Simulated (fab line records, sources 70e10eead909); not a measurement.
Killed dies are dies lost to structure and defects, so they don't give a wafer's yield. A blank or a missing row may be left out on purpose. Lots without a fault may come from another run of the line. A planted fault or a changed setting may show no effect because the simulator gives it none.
Which tool did it? | flow nand_harc | 24 lots, 72 wafers sampled, at 6 steps of a route of 1302

WHAT THE GAUGES READ, wafer by wafer
NHARC_P_M2_THK_MEAS_24: measures by xrf.
lot  | measured     | on            | thk_nm (nm)
L074 | day 6 10:37  | film_metro-02 | 146.1 144.3 144.6
L075 | day 7 02:17  | film_metro-01 | 143.7 142.9 144.5
L077 | day 7 18:03  | film_metro-02 | 143.8 144.5 143.4
L076 | day 7 20:28  | film_metro-01 | 143.3 144.0 143.5
L078 | day 8 05:31  | film_metro-01 | 145.0 141.5 144.8
L079 | day 8 18:18  | film_metro-01 | 145.1 144.4 145.1
L080 | day 8 23:41  | film_metro-02 | 145.1 144.5 143.5
L081 | day 9 04:10  | film_metro-01 | 145.4 145.6 143.0
L082 | day 10 00:43 | film_metro-02 | 146.4 145.1 145.3
L083 | day 10 01:52 | film_metro-01 | 145.0 143.5 144.5
L084 | day 10 18:23 | film_metro-01 | 143.7 144.1 142.2
L085 | day 11 07:53 | film_metro-02 | 144.8 145.0 143.2
L086 | day 11 16:05 | film_metro-01 | 145.2 144.8 143.4
L087 | day 12 15:32 | film_metro-01 | 144.7 146.0 147.9
L089 | day 12 16:28 | film_metro-01 | 145.9 145.6 144.6
L088 | day 12 17:26 | film_metro-01 | 142.8 143.4 142.6
L090 | day 13 06:28 | film_metro-02 | 145.4 145.8 144.3
L091 | day 13 15:46 | film_metro-02 | 143.7 144.9 143.1
L092 | day 13 22:11 | film_metro-02 | 144.5 144.5 141.2
L094 | day 14 13:37 | film_metro-02 | 142.3 145.7 144.1
L093 | day 14 14:26 | film_metro-02 | 144.8 144.8 146.5
L095 | day 15 02:11 | film_metro-01 | 144.3 143.4 140.9
L096 | day 15 15:23 | film_metro-01 | 146.6 146.4 143.9
L097 | day 16 04:39 | film_metro-01 | 145.0 143.4 143.6

NHARC_P_BONDPAD_CD_MEAS_09: target cd 500 nm.
lot  | measured     | on        | cd_nm (nm)
L074 | day 6 12:25  | cd_sem-02 | 501.8 500.1 501.3
L075 | day 7 04:26  | cd_sem-03 | 498.9 498.1 496.7
L077 | day 7 20:08  | cd_sem-01 | 496.1 499.1 497.8
L076 | day 7 22:18  | cd_sem-01 | 500.6 498.8 499.5
L078 | day 8 07:28  | cd_sem-02 | 497.8 500.6 499.1
L079 | day 8 20:08  | cd_sem-02 | 502.3 502.1 500.9
L080 | day 9 01:29  | cd_sem-01 | 497.1 498.7 497.6
L081 | day 9 06:10  | cd_sem-03 | 502.0 500.3 501.9
L082 | day 10 02:40 | cd_sem-03 | 500.2 500.9 500.7
L083 | day 10 03:49 | cd_sem-03 | 499.2 499.0 498.7
L084 | day 10 20:25 | cd_sem-03 | 499.5 496.6 499.2
L085 | day 11 09:49 | cd_sem-03 | 499.8 499.3 498.5
L086 | day 11 18:02 | cd_sem-02 | 498.7 499.5 500.4
L087 | day 12 17:27 | cd_sem-02 | 501.1 502.8 501.0
L089 | day 12 18:19 | cd_sem-03 | 497.4 497.5 498.1
L088 | day 12 19:18 | cd_sem-01 | 502.3 500.5 500.3
L090 | day 13 08:25 | cd_sem-02 | 498.4 499.6 499.1
L091 | day 13 17:46 | cd_sem-03 | 496.7 497.3 498.0
L092 | day 14 00:08 | cd_sem-02 | 499.4 499.4 499.3
L094 | day 14 15:34 | cd_sem-03 | 500.1 497.8 500.1
L093 | day 14 16:29 | cd_sem-02 | 498.7 498.9 498.4
L095 | day 15 04:08 | cd_sem-03 | 499.6 499.3 501.6
L096 | day 15 17:11 | cd_sem-03 | 500.5 502.2 500.6
L097 | day 16 06:38 | cd_sem-01 | 501.4 500.5 500.3

WHICH TOOL RAN EACH LOT (tool, then ch and the chambers of the sampled wafers, then the start)
lot  | NHARC_P_M1_STRIP_18                | NHARC_P_M2_ETCH_28                            | NHARC_P_M2_PRE_CLEAN_30                 | NHARC_P_M2_PRE_CLEAN_32
L074 | rie_diel-06 ch 0,2, day 6 04:22    | rie_diel-10 ch 0,1,2, day 6 10:37 or earlier  | pvd_sputter-02, day 6 10:37 or earlier  | pecvd-03 ch 0,2, day 6 10:52
L075 | rie_diel-11 ch 0,1,3, day 6 19:44  | rie_diel-10 ch 1,2,3, day 7 02:17 or earlier  | pvd_sputter-03, day 7 02:17 or earlier  | pecvd-03 ch 0,1, day 7 02:31
L077 | rie_diel-06 ch 0,1,3, day 7 11:37  | rie_diel-12 ch 1,3, day 7 18:03 or earlier    | pvd_sputter-02, day 7 18:03 or earlier  | pecvd-02 ch 0,2, day 7 18:17
L076 | rie_diel-09 ch 0,1,2, day 7 14:08  | rie_diel-10 ch 0,2, day 7 20:28 or earlier    | pvd_sputter-02, day 7 20:28 or earlier  | pecvd-03 ch 0,1,2, day 7 20:44
L078 | rie_diel-09 ch 0,1,3, day 7 23:21  | rie_diel-12 ch 1,2, day 8 05:31 or earlier    | pvd_sputter-02, day 8 05:31 or earlier  | pecvd-01 ch 0,1,2, day 8 05:46
L079 | rie_diel-11 ch 1,3, day 8 12:04    | rie_diel-10 ch 0,3, day 8 18:18 or earlier    | pvd_sputter-02, day 8 18:18 or earlier  | pecvd-02 ch 0,2, day 8 18:32
L080 | rie_diel-06 ch 0,3, day 8 17:29    | rie_diel-13 ch 0,2,3, day 8 23:41 or earlier  | pvd_sputter-01, day 8 23:41 or earlier  | pecvd-02 ch 0,2, day 8 23:55
L081 | rie_diel-09 ch 0,1,2, day 8 22:00  | rie_diel-13 ch 0,2, day 9 04:10 or earlier    | pvd_sputter-01, day 9 04:10 or earlier  | pecvd-01 ch 0,1, day 9 04:23
L082 | rie_diel-11 ch 0,1,3, day 9 18:18  | rie_diel-13 ch 0,2,3, day 10 00:43 or earlier | pvd_sputter-01, day 10 00:43 or earlier | pecvd-02 ch 0,1,2, day 10 00:56
L083 | rie_diel-11 ch 0,3, day 9 19:34    | rie_diel-13 ch 0,2, day 10 01:52 or earlier   | pvd_sputter-02, day 10 01:52 or earlier | pecvd-01 ch 0,1, day 10 02:07
L084 | rie_diel-11 ch 0,2,3, day 10 12:02 | rie_diel-13 ch 2,3, day 10 18:23 or earlier   | pvd_sputter-02, day 10 18:23 or earlier | pecvd-03 ch 0,1,2, day 10 18:38
L085 | rie_diel-06 ch 0,3, day 11 01:32   | rie_diel-12 ch 0,2,3, day 11 07:53 or earlier | pvd_sputter-03, day 11 07:53 or earlier | pecvd-03 ch 0,2, day 11 08:06
L086 | rie_diel-06 ch 0,1,3, day 11 09:41 | rie_diel-12 ch 1,2,3, day 11 16:05 or earlier | pvd_sputter-02, day 11 16:05 or earlier | pecvd-01 ch 0,1,2, day 11 16:19
L087 | rie_diel-06 ch 2,3, day 12 09:26   | rie_diel-10 ch 0,3, day 12 15:32 or earlier   | pvd_sputter-03, day 12 15:32 or earlier | pecvd-03 ch 0,1, day 12 15:47
L089 | rie_diel-09 ch 0,1,2, day 12 10:20 | rie_diel-13 ch 0,3, day 12 16:28 or earlier   | pvd_sputter-02, day 12 16:28 or earlier | pecvd-03 ch 0,1,2, day 12 16:44
L088 | rie_diel-11 ch 1,2, day 12 11:02   | rie_diel-13 ch 0,3, day 12 17:26 or earlier   | pvd_sputter-03, day 12 17:26 or earlier | pecvd-02 ch 1,2, day 12 17:41
L090 | rie_diel-11 ch 1,2,3, day 13 00:10 | rie_diel-12 ch 0,3, day 13 06:28 or earlier   | pvd_sputter-03, day 13 06:28 or earlier | pecvd-01 ch 1,2, day 13 06:43
L091 | rie_diel-11 ch 0,1,3, day 13 09:38 | rie_diel-13 ch 0,1,3, day 13 15:46 or earlier | pvd_sputter-01, day 13 15:46 or earlier | pecvd-03 ch 0,2, day 13 16:11
L092 | rie_diel-11 ch 0,2, day 13 16:01   | rie_diel-12 ch 0,3, day 13 22:11 or earlier   | pvd_sputter-01, day 13 22:11 or earlier | pecvd-03 ch 0,1,2, day 13 22:24
L094 | rie_diel-06 ch 0,1,3, day 14 07:34 | rie_diel-10 ch 0,1,2, day 14 13:37 or earlier | pvd_sputter-02, day 14 13:37 or earlier | pecvd-02 ch 1,2, day 14 13:50
L093 | rie_diel-11 ch 0,2,3, day 14 08:18 | rie_diel-13 ch 1,3, day 14 14:26 or earlier   | pvd_sputter-02, day 14 14:26 or earlier | pecvd-03 ch 0,2, day 14 14:40
L095 | rie_diel-09 ch 0,1,2, day 14 19:50 | rie_diel-13 ch 1,2,3, day 15 02:11 or earlier | pvd_sputter-01, day 15 02:11 or earlier | pecvd-02 ch 0,1,2, day 15 02:25
L096 | rie_diel-11 ch 0,2,3, day 15 08:31 | rie_diel-10 ch 0,1,3, day 15 15:23 or earlier | pvd_sputter-02, day 15 15:23 or earlier | pecvd-02 ch 1,2, day 15 15:36
L097 | rie_diel-11 ch 1,3, day 15 22:17   | rie_diel-12 ch 0,3, day 16 04:39 or earlier   | pvd_sputter-01, day 16 04:39 or earlier | pecvd-01 ch 0,1, day 16 04:54
- NHARC_P_M1_STRIP_18: strips in N2/H2.
- NHARC_P_M2_ETCH_28: etches the open film in CF4/N2, target depth 30 nm, time 72.99 s.
- NHARC_P_M2_PRE_CLEAN_30: time 30 s.
- NHARC_P_M2_PRE_CLEAN_32: time 12 s.

WHAT THE TOOLS THEMSELVES READ (means of the sampled wafers that have a number; where no wafer has one, the mark that the record gives instead)
NHARC_P_M1_STRIP_18.
lot  | tool        | drypump_motor_current_A (A) | oes_product_au (a.u.) | rf_vpp_V (V) | showerhead_plenum_p_Torr (Torr) | throttle_valve_pct (%)
L074 | rie_diel-06 | 5.4                         | 1.005                 | 91.1         | 2.00                            | 14.174
L075 | rie_diel-11 | 5.0                         | 0.999                 | 91.5         | 2.09                            | 14.174
L077 | rie_diel-06 | 5.6                         | 1.001                 | 90.4         | 1.96                            | 14.160
L076 | rie_diel-09 | 5.4                         | 1.007                 | 90.5         | 2.06                            | 14.171
L078 | rie_diel-09 | 6.0                         | 1.000                 | 90.9         | 2.08                            | 14.168
L079 | rie_diel-11 | 5.0                         | 1.004                 | 90.2         | 2.09                            | 14.170
L080 | rie_diel-06 | 5.2                         | 0.996                 | 90.3         | 1.99                            | 14.167
L081 | rie_diel-09 | 5.4                         | 0.996                 | 90.8         | 2.06                            | 14.174
L082 | rie_diel-11 | 5.0                         | 1.007                 | 90.7         | 2.09                            | 14.164
L083 | rie_diel-11 | 5.1                         | 1.011                 | 91.3         | 2.09                            | 14.171
L084 | rie_diel-11 | 5.4                         | 1.007                 | 90.9         | 2.02                            | 14.175
L085 | rie_diel-06 | 5.4                         | 0.994                 | 90.8         | 2.00                            | 14.186
L086 | rie_diel-06 | 5.6                         | 0.991                 | 90.4         | 1.96                            | 14.172
L087 | rie_diel-06 | 4.9                         | 0.993                 | 90.0         | 1.95                            | 14.174
L089 | rie_diel-09 | 5.4                         | 0.997                 | 90.7         | 2.05                            | 14.169
L088 | rie_diel-11 | 5.4                         | 1.010                 | 90.4         | 1.99                            | 14.173
L090 | rie_diel-11 | 5.3                         | 1.006                 | 91.0         | 2.02                            | 14.177
L091 | rie_diel-11 | 5.0                         | 1.005                 | 91.5         | 2.09                            | 14.168
L092 | rie_diel-11 | 5.2                         | 1.005                 | 90.3         | 2.05                            | 14.170
L094 | rie_diel-06 | 5.6                         | 1.002                 | 89.9         | 1.96                            | 14.165
L093 | rie_diel-11 | 5.4                         | 1.005                 | 91.4         | 2.02                            | 14.167
L095 | rie_diel-09 | 5.5                         | 0.993                 | 91.0         | 2.04                            | 14.172
L096 | rie_diel-11 | 5.4                         | 1.000                 | 90.3         | 2.02                            | 14.172
L097 | rie_diel-11 | 5.2                         | 1.002                 | 91.1         | 2.05                            | 14.174

NHARC_P_M2_ETCH_28.
lot  | tool        | drypump_motor_current_A (A) | oes_product_au (a.u.) | rf_vpp_V (V) | showerhead_plenum_p_Torr (Torr) | throttle_valve_pct (%)
L074 | rie_diel-10 | 5.9                         | 0.993                 | 315.2        | 2.67                            | 19.791
L075 | rie_diel-10 | 5.9                         | 0.995                 | 315.6        | 2.68                            | 19.789
L077 | rie_diel-12 | 5.8                         | 1.005                 | 314.8        | 2.65                            | 19.789
L076 | rie_diel-10 | 5.9                         | 1.009                 | 315.7        | 2.75                            | 19.796
L078 | rie_diel-12 | 5.8                         | 0.995                 | 313.9        | 2.61                            | 19.802
L079 | rie_diel-10 | 5.6                         | 0.987                 | 316.0        | 2.69                            | 19.784
L080 | rie_diel-13 | 5.7                         | 1.004                 | 315.8        | 2.70                            | 19.798
L081 | rie_diel-13 | 5.4                         | 1.008                 | 315.6        | 2.70                            | 19.787
L082 | rie_diel-13 | 5.7                         | 1.003                 | 315.2        | 2.70                            | 19.807
L083 | rie_diel-13 | 5.8                         | 1.007                 | 315.0        | 2.68                            | 19.795
L084 | rie_diel-13 | 5.6                         | 0.999                 | 315.3        | 2.73                            | 19.794
L085 | rie_diel-12 | 5.6                         | 1.005                 | 312.7        | 2.56                            | 19.798
L086 | rie_diel-12 | 5.8                         | 1.005                 | 314.7        | 2.59                            | 19.792
L087 | rie_diel-10 | 5.6                         | 0.993                 | 315.0        | 2.69                            | 19.789
L089 | rie_diel-13 | 5.9                         | 0.999                 | 315.7        | 2.70                            | 19.794
L088 | rie_diel-13 | 5.9                         | 0.994                 | 316.3        | 2.70                            | 19.799
L090 | rie_diel-12 | 5.7                         | 1.000                 | 314.6        | 2.62                            | 19.795
L091 | rie_diel-13 | 5.8                         | 0.997                 | 315.9        | 2.73                            | 19.796
L092 | rie_diel-12 | 5.7                         | 1.007                 | 314.2        | 2.62                            | 19.792
L094 | rie_diel-10 | 5.9                         | 0.997                 | 314.9        | 2.67                            | 19.789
L093 | rie_diel-13 | 5.5                         | 1.002                 | 316.2        | 2.78                            | 19.787
L095 | rie_diel-13 | 5.4                         | 0.992                 | 316.4        | 2.76                            | 19.803
L096 | rie_diel-10 | 5.7                         | 0.994                 | 314.7        | 2.63                            | 19.793
L097 | rie_diel-12 | 5.7                         | 0.998                 | 314.6        | 2.62                            | 19.800

NHARC_P_M2_PRE_CLEAN_30.
lot  | tool           | heater_power_w (W)
L074 | pvd_sputter-02 | 437
L075 | pvd_sputter-03 | 456
L077 | pvd_sputter-02 | 439
L076 | pvd_sputter-02 | 441
L078 | pvd_sputter-02 | 418
L079 | pvd_sputter-02 | 450
L080 | pvd_sputter-01 | 438
L081 | pvd_sputter-01 | 466
L082 | pvd_sputter-01 | 424
L083 | pvd_sputter-02 | 453
L084 | pvd_sputter-02 | 435
L085 | pvd_sputter-03 | 446
L086 | pvd_sputter-02 | 462
L087 | pvd_sputter-03 | 451
L089 | pvd_sputter-02 | 464
L088 | pvd_sputter-03 | 452
L090 | pvd_sputter-03 | 456
L091 | pvd_sputter-01 | 450
L092 | pvd_sputter-01 | 420
L094 | pvd_sputter-02 | 436
L093 | pvd_sputter-02 | 449
L095 | pvd_sputter-01 | 460
L096 | pvd_sputter-02 | 426
L097 | pvd_sputter-01 | 424

NHARC_P_M2_PRE_CLEAN_32.
lot  | tool     | heater_power_w (W)
L074 | pecvd-03 | 572
L075 | pecvd-03 | 546
L077 | pecvd-02 | 693
L076 | pecvd-03 | 620
L078 | pecvd-01 | 632
L079 | pecvd-02 | 613
L080 | pecvd-02 | 619
L081 | pecvd-01 | 654
L082 | pecvd-02 | 646
L083 | pecvd-01 | 672
L084 | pecvd-03 | 627
L085 | pecvd-03 | 606
L086 | pecvd-01 | 662
L087 | pecvd-03 | 543
L089 | pecvd-03 | 642
L088 | pecvd-02 | 558
L090 | pecvd-01 | 668
L091 | pecvd-03 | 665
L092 | pecvd-03 | 657
L094 | pecvd-02 | 569
L093 | pecvd-03 | 628
L095 | pecvd-02 | 642
L096 | pecvd-02 | 603
L097 | pecvd-01 | 637

THE ANSWER, worked out from the rows above alone
Rule: what is usual is taken from the lots themselves. Put in order of their means at a reading, lots are off if they are a third of the lots or fewer, leave a main group of 4 or more, and stand apart from it by a gap of 3 or more times the standard deviation of the main group's means; of several such gaps the widest counts. A main group whose means are all the same, to the digits that the tables above print for the reading, isn't used. A lot without any number at a reading at which 4 lots or more have one is off too. The other lots that the step has rows for count as sound. The gauges are gone through in route order, then the tools' own readings, and for those a lot's mean is taken as printed above. The first step at which some lot is off is used, and at that step the reading that is off furthest; a lot without a number counts as furthest.
No lot is off at any reading shown: from this, nothing can be told.

WHAT THE SIMULATOR HAD PUT IN
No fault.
